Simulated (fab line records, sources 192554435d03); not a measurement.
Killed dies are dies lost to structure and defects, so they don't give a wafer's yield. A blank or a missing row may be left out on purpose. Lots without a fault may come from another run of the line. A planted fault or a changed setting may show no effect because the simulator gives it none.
Which tool did it? | flow n5_finfet | 9 lots, 26 wafers sampled, at 1 step of a route of 1938

WHAT THE GAUGES READ, wafer by wafer
N5_BEOL_M4_RC_MEAS_101. Usual: DIBL_N 35.9 mV/V, standard deviation 2.5; DIBL_P 36.0 mV/V, standard deviation 3; IOFF_N 0.16 nA/um, standard deviation 0.047; IOFF_P 0.21 nA/um, standard deviation 0.047; ION_N 671 uA/um, standard deviation 14; ION_P 460 uA/um, standard deviation 8.8; SS_N 71.5 mV/dec, standard deviation 0.73; SS_P 73.2 mV/dec, standard deviation 0.91; VT_N 250 mV, standard deviation 4.3; VT_P -251 mV, standard deviation 3.6.
lot  | measured     | on        | DIBL_N (mV/V)  | DIBL_P (mV/V)  | IOFF_N (nA/um) | IOFF_P (nA/um) | ION_N (uA/um) | ION_P (uA/um) | SS_N (mV/dec)  | SS_P (mV/dec)  | VT_N (mV)   | VT_P (mV)      | flag
L511 | day 8 17:10  | prober-02 | 37.0 35.6 33.9 | 37.4 35.8 33.4 | 0.17 0.15 0.11 | 0.22 0.20 0.16 | 679 682 653   | 462 463 451   | 72.2 72.4 71.4 | 73.4 72.9 72.3 | 250 249 256 | -252 -251 -253 |
L520 | day 11 07:16 | prober-02 | 39.5 32.7 34.8 | 42.5 34.3 35.9 | 0.25 0.12 0.14 | 0.28 0.16 0.18 | 685 655 656   | 468 451 448   | 71.5 70.2 70.5 | 74.9 72.8 73.0 | 242 251 251 | -246 -254 -255 |
L522 | day 11 18:04 | prober-01 | 36.1 33.1 34.8 | 35.7 33.1 34.8 | 0.15 0.10 0.12 | 0.22 0.18 0.20 | 662 661 664   | 457 463 469   | 72.0 71.2 71.0 | 73.1 72.2 72.6 | 251 255 250 | -249 -250 -250 |
L523 | day 12 02:52 | prober-01 | 37.0 38.6      | 37.6 37.4      | 0.17 0.19      | 0.23 0.22      | 685 686       | 471 466       | 71.3 72.4      | 73.2 73.3      | 247 246     | -253 -254      |
L524 | day 12 05:04 | prober-02 | 35.8 39.0 38.1 | 35.2 39.9 39.4 | 0.14 0.22 0.18 | 0.19 0.28 0.26 | 685 693 692   | 470 469 475   | 70.5 71.2 71.8 | 73.0 74.4 74.3 | 248 244 247 | -250 -247 -248 |
L527 | day 12 19:54 | prober-01 | 34.3 35.8 37.4 | 34.8 37.5 40.5 | 0.13 0.15 0.21 | 0.19 0.22 0.29 | 667 654 692   | 460 457 473   | 71.5 71.7 72.7 | 73.0 73.7 74.5 | 253 251 243 | -252 -249 -244 |
L528 | day 13 03:22 | prober-01 | 35.8 38.1 35.3 | 35.4 37.6 34.9 | 0.17 0.18 0.15 | 0.22 0.23 0.22 | 684 678 655   | 471 467 456   | 71.1 72.0 71.4 | 73.1 73.7 73.0 | 249 250 251 | -247 -249 -249 |
L529 | day 13 12:14 | prober-02 | 35.0 34.7 32.9 | 35.1 34.8 32.7 | 0.13 0.15 0.10 | 0.19 0.19 0.16 | 655 681 656   | 452 468 455   | 71.1 71.2 71.0 | 72.8 73.5 72.0 | 255 251 259 | -252 -250 -254 |
L530 | day 13 12:32 | prober-01 | 35.2 39.7 33.6 | 33.5 39.0 33.2 | 0.12 0.20 0.11 | 0.16 0.25 0.16 | 668 673 664   | 458 457 462   | 71.1 73.0 70.8 | 73.0 74.5 72.2 | 254 249 253 | -252 -250 -254 |

WHICH TOOL RAN EACH LOT (tool, then ch and the chambers of the sampled wafers, then the start)
The record holds no process step before these readings.

WHAT THE TOOLS THEMSELVES READ (means of the sampled wafers that have a number; where no wafer has one, the mark that the record gives instead)
The record holds no such reading with a usual standard deviation.

THE ANSWER, worked out from the rows above alone
Rule: a lot is off if the mean of its wafers that have a number lies more than 3 standard deviations from the usual mean. A lot without any number at a reading at which 4 lots or more have one is off too. The other lots that the step has rows for count as sound. The gauges are gone through in route order, then the tools' own readings, and for those a lot's mean is taken as printed above. The first step at which some lot is off is used, and at that step the reading that is off furthest; a lot without a number counts as furthest.
No lot is off at any reading shown: from this, nothing can be told.

WHAT THE SIMULATOR HAD PUT IN
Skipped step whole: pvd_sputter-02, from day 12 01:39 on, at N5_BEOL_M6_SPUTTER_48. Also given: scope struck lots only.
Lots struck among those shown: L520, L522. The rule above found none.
